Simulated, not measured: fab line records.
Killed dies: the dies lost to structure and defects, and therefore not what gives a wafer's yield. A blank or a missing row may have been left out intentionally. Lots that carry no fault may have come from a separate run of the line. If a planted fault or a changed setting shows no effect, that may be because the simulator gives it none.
fab line records | flow nand-harc
record: lots: 7 | wafers: 18 | last-day: 24
route steps=1159 shown A_SOURCE_PLATE@416 A_ONON_D1@424 END@1159
lots that met no fault: taken from a fault-free run of the same line
start-h: start of the lot's first displayed wafer, in hours after the record's first day | wait-h: hours elapsed since this lot's preceding step | " unchanged from the row above | L1.1+2: several wafers, shown together as one row | - either no value or no given start | * or withheld: withheld | < > ~ a bound
route shown NAME@n: NAME is a module with steps in the file, n the number in the route of the first one | usual: mean/standard deviation taken from wafers without a fault | same: alike in all rows | chamber/n: place in a boat | sites: per-site readings | _std_site: how widely they spread, as a standard deviation | _edge_site: mean of outer sites minus mean of inner sites | radius-mm: for every site, how far away it sits from the centre of the wafer | mask NAME#n: copy n | behind: tool/chamber where the wafer was last shaped | hold: why the lot went on hold/how many hours it stayed there/how the hold came to an end | device: whichever transistor did not switch (one of n, p or np) | end of line: the same wafers' tests at the end of the route | a step with no rows: only its recipe | killed: at the first sort, the dies lost to defects and structure; wafer yield is something else | map: the dies of a wafer, with x for killed, . for not killed, _ for no die there
set.NAME: the setting as run; set.NAME@STEP: as run at that earlier step | model.NAME: the simulator's own value behind a step, which no gauge read
certain route steps with their lots: each step a table, each wafer a row
services: from which hour (start-h, from the record's first day; less than 0 if before it) a tool's chamber was out of use, for how many hours, and why
== steps ==
step: NHARC_A_SOURCE_PLATE_THK_MEAS_09
recipe: thk-meas-gauge: ellipsometry
usual: thk-nm: 9.7/0.99
lot.wafer | tool          | chamber | start-h | wait-h | thk-nm
L560.2    | film-metro-01 | -       | 141.86  | 0.4    | 7.7
L560.4    | "             | -       | "       | "      | 8.9
L560.6    | "             | -       | "       | "      | 10.7
L567.2    | film-metro-01 | -       | 183.93  | 0.4    | 9.4
L567.5    | "             | -       | "       | "      | 10.5
L567.6    | "             | -       | "       | "      | 10.4
L579.4    | film-metro-02 | -       | 247.38  | 0.4    | 9.9
L579.5    | "             | -       | "       | "      | 9.5
L580.3    | film-metro-01 | -       | 265.02  | 0.4    | 8.6
L580.5    | "             | -       | "       | "      | 9.1
L581.4    | film-metro-01 | -       | 268.74  | 0.4    | 8.1
L581.5    | "             | -       | "       | "      | 9.3
L583.1    | film-metro-02 | -       | 268.74  | 0.4    | 9.6
L583.2    | "             | -       | "       | "      | 8.7
L583.5    | "             | -       | "       | "      | 9.0
L582.1    | film-metro-01 | -       | 268.76  | 0.4    | 8.6
L582.3    | "             | -       | "       | "      | 11.2
L582.4    | "             | -       | "       | "      | 10.0
step: NHARC_A_SOURCE_PLATE_PVD_04
recipe: target-thk-a: 500 | material: WSi2
step: NHARC_A_SOURCE_PLATE_CVD_03
recipe: target-thk-a: 2000 | temp-c: 620 | pressure-mtorr: 200 | time-s: 4000 | material: poly-Si
step: NHARC_A_SOURCE_PLATE_ANNEAL_05
recipe: temp-c: 850 | time-s: 1800
step: NHARC_A_SOURCE_PLATE_THK_MEAS_06
recipe: thk-meas-gauge: ellipsometry
usual: thk-nm: 201.2/2.2
lot.wafer | tool          | chamber | start-h | wait-h | thk-nm
L560.2    | film-metro-02 | -       | 154.96  | 0.4    | 198.0
L560.4    | "             | -       | "       | "      | 199.6
L560.6    | "             | -       | "       | "      | 198.2
L567.2    | film-metro-02 | -       | 197.52  | 0.4    | 199.3
L567.5    | "             | -       | "       | "      | 202.9
L567.6    | "             | -       | "       | "      | 203.5
L579.4    | film-metro-01 | -       | 260.60  | 0.4    | 198.8
L579.5    | "             | -       | "       | "      | 200.3
L580.3    | film-metro-01 | -       | 278.13  | 0.4    | 201.3
L580.5    | "             | -       | "       | "      | 200.0
L581.4    | film-metro-01 | -       | 282.28  | 0.4    | 201.6
L581.5    | "             | -       | "       | "      | 204.7
L583.1    | film-metro-02 | -       | 282.28  | 0.4    | 201.3
L583.2    | "             | -       | "       | "      | 199.1
L583.5    | "             | -       | "       | "      | 198.5
L582.1    | film-metro-01 | -       | 282.28  | 0.4    | 201.9
L582.3    | "             | -       | "       | "      | 206.0
L582.4    | "             | -       | "       | "      | 204.9
step: NHARC_A_SOURCE_PLATE_INSPECT_08
usual: raw-defect-count: 56/22
lot.wafer | tool              | chamber | start-h | wait-h | raw-defect-count
L560.2    | defect-inspect-02 | -       | 155.03  | 0.0    | 43
L560.4    | "                 | -       | "       | "      | 56
L560.6    | "                 | -       | "       | "      | 47
L567.2    | defect-inspect-02 | -       | 197.59  | 0.0    | 122
L567.5    | "                 | -       | "       | "      | 49
L567.6    | "                 | -       | "       | "      | 95
L579.4    | defect-inspect-01 | -       | 260.71  | 0.0    | 94
L579.5    | "                 | -       | "       | "      | 111
L580.3    | defect-inspect-02 | -       | 278.23  | 0.0    | 45
L580.5    | "                 | -       | "       | "      | 42
L581.4    | defect-inspect-01 | -       | 282.34  | 0.0    | 53
L581.5    | "                 | -       | "       | "      | 58
L583.1    | defect-inspect-02 | -       | 282.36  | 0.0    | 42
L583.2    | "                 | -       | "       | "      | 46
L583.5    | "                 | -       | "       | "      | 67
L582.1    | defect-inspect-01 | -       | 282.36  | 0.0    | 51
L582.3    | "                 | -       | "       | "      | 88
L582.4    | "                 | -       | "       | "      | 49
step: NHARC_A_ONON_D1_DEP_00
recipe: target-thk-a: 10000 | n2-flow-sccm: 2750 | n2o-flow-sccm: 2000 | nh3-flow-sccm: 500 | sih4-flow-sccm: 210 | temp-c: 400
step: NHARC_A_ONON_D1_THK_MEAS_02
recipe: thk-meas-gauge: ellipsometry
usual: thk-nm: 1001/10
lot.wafer | tool          | chamber | start-h | wait-h | thk-nm
L560.2    | film-metro-01 | -       | 155.60  | -      | 994
L560.4    | "             | -       | "       | "      | 995
L560.6    | "             | -       | "       | "      | 995
L567.2    | film-metro-01 | -       | 198.17  | -      | 994
L567.5    | "             | -       | "       | "      | 993
L567.6    | "             | -       | "       | "      | 993
L579.4    | film-metro-01 | -       | 261.55  | -      | 997
L579.5    | "             | -       | "       | "      | 995
L580.3    | film-metro-01 | -       | 278.82  | -      | 983
L580.5    | "             | -       | "       | "      | 982
L581.4    | film-metro-01 | -       | 282.92  | -      | 992
L581.5    | "             | -       | "       | "      | 994
L583.1    | film-metro-02 | -       | 282.94  | -      | 1007
L583.2    | "             | -       | "       | "      | 1005
L583.5    | "             | -       | "       | "      | 1006
L582.1    | film-metro-01 | -       | 282.95  | -      | 996
L582.3    | "             | -       | "       | "      | 996
L582.4    | "             | -       | "       | "      | 995
step: NHARC_A_ONON_D1_DEP_03
recipe: target-thk-a: 10000 | n2-flow-sccm: 2750 | n2o-flow-sccm: 2000 | nh3-flow-sccm: 500 | sih4-flow-sccm: 210 | temp-c: 400
step: NHARC_A_ONON_D1_THK_MEAS_05
recipe: thk-meas-gauge: ellipsometry
usual: thk-nm: 997/10
lot.wafer | tool          | chamber | start-h | wait-h | thk-nm
L560.2    | film-metro-02 | -       | 156.17  | -      | 991
L560.4    | "             | -       | "       | "      | 991
L560.6    | "             | -       | "       | "      | 990
L567.2    | film-metro-01 | -       | 198.73  | -      | 984
L567.5    | "             | -       | "       | "      | 987
L567.6    | "             | -       | "       | "      | 988
L579.4    | film-metro-01 | -       | 262.11  | -      | 1003
L579.5    | "             | -       | "       | "      | 1004
L580.3    | film-metro-01 | -       | 279.38  | -      | 1012
L580.5    | "             | -       | "       | "      | 1012
L581.4    | film-metro-02 | -       | 283.49  | -      | 987
L581.5    | "             | -       | "       | "      | 987
L583.1    | film-metro-02 | -       | 283.51  | -      | 988
L583.2    | "             | -       | "       | "      | 989
L583.5    | "             | -       | "       | "      | 989
L582.1    | film-metro-01 | -       | 283.53  | -      | 980
L582.3    | "             | -       | "       | "      | 980
L582.4    | "             | -       | "       | "      | 980
step: NHARC_A_ONON_D1_DEP_06
recipe: target-thk-a: 10000 | n2-flow-sccm: 2750 | n2o-flow-sccm: 2000 | nh3-flow-sccm: 500 | sih4-flow-sccm: 210 | temp-c: 400
lot.wafer  | tool          | chamber | start-h | wait-h
L560.2+4+6 | pecvd-onon-02 | 0       | 156.28  | 0.1
L567.2+5+6 | pecvd-onon-03 | 0       | 198.85  | 0.1
L579.4+5   | pecvd-onon-02 | 0       | 262.34  | 0.2
L580.3+5   | pecvd-onon-02 | 0       | 279.55  | 0.2
L583.1+2+5 | pecvd-onon-03 | 0       | 283.58  | 0.1
L582.1+3+4 | pecvd-onon-01 | 0       | 283.61  | 0.1
L581.4+5   | pecvd-onon-02 | 0       | 283.72  | 0.2
step: NHARC_A_ONON_D1_THK_MEAS_08
recipe: thk-meas-gauge: ellipsometry
usual: thk-nm: 998/9.6
lot.wafer | tool          | chamber | start-h | wait-h | thk-nm
L560.2    | film-metro-02 | -       | 156.74  | -      | 991
L560.4    | "             | -       | "       | "      | 992
L560.6    | "             | -       | "       | "      | 990
L567.2    | film-metro-02 | -       | 199.30  | -      | 1006
L567.5    | "             | -       | "       | "      | 1008
L567.6    | "             | -       | "       | "      | 1004
L579.4    | film-metro-01 | -       | 262.68  | -      | 781
L579.5    | "             | -       | "       | "      | 784
L580.3    | film-metro-01 | -       | 279.96  | -      | 990
L580.5    | "             | -       | "       | "      | 770
L581.4    | film-metro-01 | -       | 284.06  | -      | 765
L581.5    | "             | -       | "       | "      | 764
L583.1    | film-metro-02 | -       | 284.11  | -      | 988
L583.2    | "             | -       | "       | "      | 993
L583.5    | "             | -       | "       | "      | 991
L582.1    | film-metro-01 | -       | 284.14  | -      | 1009
L582.3    | "             | -       | "       | "      | 1008
L582.4    | "             | -       | "       | "      | 1008
step: NHARC_A_ONON_D1_DEP_09
recipe: target-thk-a: 10000 | n2-flow-sccm: 2750 | n2o-flow-sccm: 2000 | nh3-flow-sccm: 500 | sih4-flow-sccm: 210 | temp-c: 400
step: NHARC_END_SORT_01
recipe: temp-c: 25
usual: killed-at-array: 27/9.8 | killed-at-other: 0.6/0.83 | killed-at-periphery: 3.5/2.4 | killed-dies: 31/9.6 | killed-open: 3.1/1.9 | killed-short: 2.0/1.5
same: gross-dies: 677
lot.wafer | tool      | chamber | start-h | wait-h | killed-at-array | killed-at-other | killed-at-periphery | killed-dies | killed-open | killed-short
L560.2    | prober-01 | 0       | 482.74  | 2.8    | 19              | 0               | 1                   | 20          | 3           | 2
L560.4    | prober-01 | 0       | 484.32  | 3.4    | 14              | 0               | 2                   | 16          | 1           | 2
L560.6    | prober-01 | 0       | 485.91  | 4.0    | 18              | 1               | 1                   | 20          | 2           | 4
L583.1    | prober-02 | 0       | 575.26  | 2.5    | 27              | 0               | 8                   | 35          | 3           | 2
L583.2    | prober-02 | 0       | 576.06  | 2.8    | 28              | 0               | 3                   | 31          | 3           | 0
L583.5    | prober-02 | 0       | 578.47  | 3.7    | 29              | 0               | 1                   | 30          | 8           | 1
L580.3    | prober-01 | 0       | 576.87  | 3.1    | 29              | 2               | 5                   | 36          | 8           | 1
L580.5    | prober-01 | 0       | 578.46  | 3.7    | 28              | 2               | 11                  | 41          | 6           | 0
L582.1    | prober-02 | 0       | 583.07  | 2.5    | 34              | 1               | 4                   | 39          | 3           | 2
L582.3    | prober-02 | 0       | 584.66  | 3.1    | 31              | 1               | 4                   | 36          | 5           | 5
L582.4    | prober-02 | 0       | 585.46  | 3.4    | 42              | 1               | 4                   | 47          | 3           | 3
killed by level:class
L560.2 A_SLIT:chamber-film-flake=10 A_STAIRCASE:chamber-film-flake=3 P_M2:geometric-particle:open=1 A_CHANNEL_FILL_D1:geometric-particle:open=1 A_WL_FILL:geometric-particle:short=1 A_CONTACT:geometric-particle:open=1 A_CONTACT:geometric-particle:short=1 A_CHANNEL_HOLE_D1:chamber-film-flake=1
L560.4 A_SLIT:chamber-film-flake=7 P_GATE:chamber-film-flake=2 A_CHANNEL_HOLE_D1:geometric-particle:short=1 A_WL_FILL:geometric-particle:open=1 A_CONTACT:geometric-particle:short=1 A_CHANNEL_HOLE_D1:chamber-film-flake=1 A_STAIRCASE:chamber-film-flake=1 A_CONTACT:chamber-film-flake=1
L560.6 A_CHANNEL_HOLE_D1:chamber-film-flake=3 A_STAIRCASE:chamber-film-flake=3 A_SLIT:chamber-film-flake=3 A_CONTACT:chamber-film-flake=2 A_ONON_D1:geometric-particle:short=1 A_CHANNEL_FILL_D1:geometric-particle:short=1 A_M0:geometric-particle:open=1 A_M1:geometric-particle:short=1
L583.1 A_CHANNEL_HOLE_D1:chamber-film-flake=22 P_BONDPAD:chamber-film-flake=3 P_M0:chamber-film-flake=2 A_WL_FILL:chamber-film-flake=2 P_CONTACT:geometric-particle:open=1 P_M0:geometric-particle:open=1 A_SOURCE_PLATE:geometric-particle:open=1 A_CHANNEL_FILL_D1:geometric-particle:short=1
L583.2 A_CHANNEL_HOLE_D1:chamber-film-flake=24 A_CHANNEL_FILL_D1:geometric-particle:open=1 A_WL_FILL:geometric-particle:open=1 A_M1:geometric-particle:open=1 P_STI:chamber-film-flake=1 P_GATE:chamber-film-flake=1 P_M0:chamber-film-flake=1 A_STAIRCASE:chamber-film-flake=1
L580.3 A_CHANNEL_HOLE_D1:chamber-film-flake=16 A_CONTACT:chamber-film-flake=5 A_CONTACT:geometric-particle:open=2 P_BONDPAD:chamber-film-flake=2 THIN_TSV:chamber-film-flake=2 P_CONTACT:geometric-particle:open=1 P_M0:geometric-particle:open=1 P_M1:geometric-particle:open=1
L580.5 A_CHANNEL_HOLE_D1:chamber-film-flake=21 P_BONDPAD:chamber-film-flake=5 A_CONTACT:chamber-film-flake=3 P_CONTACT:geometric-particle:open=2 P_M0:geometric-particle:open=2 A_CONTACT:geometric-particle:open=2 THIN_TSV:chamber-film-flake=2 P_STI:chamber-film-flake=1
L583.5 A_CHANNEL_HOLE_D1:chamber-film-flake=20 A_CHANNEL_FILL_D1:geometric-particle:open=2 A_CONTACT:geometric-particle:open=2 A_M0:geometric-particle:open=2 A_CHANNEL_FILL_D1:geometric-particle:short=1 A_SLIT:geometric-particle:open=1 A_WL_FILL:geometric-particle:open=1 P_BONDPAD:chamber-film-flake=1
L582.1 A_SLIT:chamber-film-flake=10 A_CHANNEL_HOLE_D1:chamber-film-flake=9 A_SGD_CUT:chamber-film-flake=4 A_CONTACT:chamber-film-flake=4 P_STI:chamber-film-flake=3 A_WL_FILL:geometric-particle:short=2 A_STAIRCASE:chamber-film-flake=2 P_CONTACT:geometric-particle:open=1
L582.3 A_SGD_CUT:chamber-film-flake=9 A_SLIT:chamber-film-flake=6 A_CHANNEL_HOLE_D1:chamber-film-flake=4 A_CHANNEL_HOLE_D1:geometric-particle:short=3 A_CONTACT:chamber-film-flake=3 P_STI:chamber-film-flake=2 P_M1:geometric-particle:open=1 A_ONON_D1:geometric-particle:open=1
L582.4 A_SLIT:chamber-film-flake=16 A_CHANNEL_HOLE_D1:chamber-film-flake=8 A_SGD_CUT:chamber-film-flake=6 A_WL_FILL:chamber-film-flake=3 P_STI:chamber-film-flake=2 A_STAIRCASE:chamber-film-flake=2 A_CONTACT:chamber-film-flake=2 P_M0:geometric-particle:open=1
== services ==
tool          | chamber | start-h | hours | kind
pecvd-onon-03 | -       | 153.28  | 13.0  | pm
pecvd-onon-01 | -       | 195.00  | 13.0  | pm
== key ==
first-sign: step: NHARC_A_ONON_D1_THK_MEAS_08 | reading: thk-nm | direction: down | sigmas: 23 | usual: 998 | struck: 773
effect none on later readings
met-at NHARC_A_ONON_D1_DEP_06
struck-wafers L579.4,L579.5,L580.5,L581.4,L581.5
sort-left-out L579.4,L579.5
tester-left-out L579,L580,L581
onset-between 156.28 262.34
fault: kind: process-parameter-drift | tool: pecvd-onon-02 | chamber: - | onset-h: 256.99 | steps: NHARC_A_ONON_D1_DEP_06 | channel: target-thk-a | offset: * | shape: step | end-h: 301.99 | scope: struck-wafers-only | acts-in: * | stated: *
tester-left-out: of these lots the tester's yield and bins aren't shown, on N5 and GAA mostly nor the transistor test; their killed dies are dies lost to structure and defects alone, not to doping, threshold or leakage, so they don't give the yield
sort-left-out: the simulated sort isn't trusted on such a fault, so these wafers' sort isn't shown, and their yield isn't known
